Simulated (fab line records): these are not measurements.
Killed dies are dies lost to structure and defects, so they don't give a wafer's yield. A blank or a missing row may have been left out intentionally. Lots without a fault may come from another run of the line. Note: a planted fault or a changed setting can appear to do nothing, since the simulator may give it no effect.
Struck lot and sound lot, side by side | flow nand-harc | 14 steps out of a route of 1159
Sound: the wafers L809.1, L809.2, L809.3. Wafers L819.2, L819.3, L819.4 were the ones struck. The cause is given at the end.
Per side, at each step with rows, come the tool, then ch with its chambers, and then its first start. Under that, the readings that differ: sound wafers | struck wafers | difference of the means | sigmas: that difference in standard deviations of wafers without a fault.
alike: readings whose means differ by less than 2 such deviations, and words and numbers that are the same on both sides. not compared: withheld readings, readings that some wafer has no value for, bounds like >300 that may hide the same value, and numbers for which the record gives no deviation and whose values overlap.
The two part at a step that has a row with sigmas, a row that says differs or no value, or rows on one side only. Non-overlapping numbers with no deviation appear without sigmas and do not part them. Lack of a reading on every wafer of one side parts them only where that side has two or more wafers.

first, 1 step without rows for these wafers: NHARC_A_ONON_D1_DEP_12 (target thk 1000 nm).
NHARC_A_ONON_D1_THK_MEAS_14: measures by ellipsometry.
  sound on film-metro-02 at day 9 00:13; struck on film-metro-01 at day 11 14:54
  alike: thk-nm
then, 2 steps without rows for these wafers: NHARC_A_ONON_D1_ANNEAL_15 (time 3600 s); NHARC_A_ONON_D1_DEP_16 (target thk 1000 nm).
NHARC_A_ONON_D1_THK_MEAS_18: measures by ellipsometry.
  sound on film-metro-01 at day 9 07:29; struck on film-metro-02 at day 11 22:04
  alike: thk-nm
after that, 1 step with no rows for these wafers: NHARC_A_ONON_D1_DEP_19 (target thk 1000 nm).
NHARC_A_ONON_D1_THK_MEAS_21: measures by ellipsometry.
  sound on film-metro-02 at day 9 08:11; struck on film-metro-02 at day 11 22:38
  alike: thk-nm
after that, 1 step with no rows for these wafers: NHARC_A_ONON_D1_DEP_22 (target thk 1000 nm).
NHARC_A_ONON_D1_THK_MEAS_24: measures by ellipsometry.
  sound on film-metro-01 at day 9 08:53; struck on film-metro-02 at day 11 23:12
  alike: thk-nm
after that, 1 step with no rows for these wafers: NHARC_A_ONON_D1_DEP_25 (target thk 1000 nm).
NHARC_A_ONON_D1_THK_MEAS_27: measures by ellipsometry.
  sound on film-metro-02 at day 9 09:35; struck on film-metro-01 at day 11 23:46
  reading     | sound          | struck      | difference | sigmas
  thk-nm (nm) | 1007 1008 1007 | 985 984 984 | -23        | -2
NHARC_A_ONON_D1_DEP_28: target thk 1000 nm.
  sound on pecvd-onon-03 ch 0, day 9 09:47; struck on pecvd-onon-03 ch 0, day 11 23:53
NHARC_A_ONON_D1_THK_MEAS_30: measures by ellipsometry.
  sound on film-metro-02 at day 9 10:17; struck on film-metro-02 at day 12 00:20
  reading     | sound       | struck         | difference | sigmas
  thk-nm (nm) | 987 988 988 | 1054 1054 1053 | +66        | +7
NHARC_A_ONON_D1_DEP_33: deposits SiO2, target thk 200 nm.
  sound on pecvd-03 ch 0,1,2, day 9 10:21; struck on pecvd-02 ch 0,1,2, day 12 00:23
  alike: flow-sccm, heater-power-w, throttle-valve-pct

WHERE THEY PART
First at NHARC_A_ONON_D1_THK_MEAS_27; last, within this record, at NHARC_A_ONON_D1_THK_MEAS_30. Later steps at which nothing parts them and some readings are alike: NHARC_A_ONON_D1_DEP_33.

WHY: what had been put in by the simulator
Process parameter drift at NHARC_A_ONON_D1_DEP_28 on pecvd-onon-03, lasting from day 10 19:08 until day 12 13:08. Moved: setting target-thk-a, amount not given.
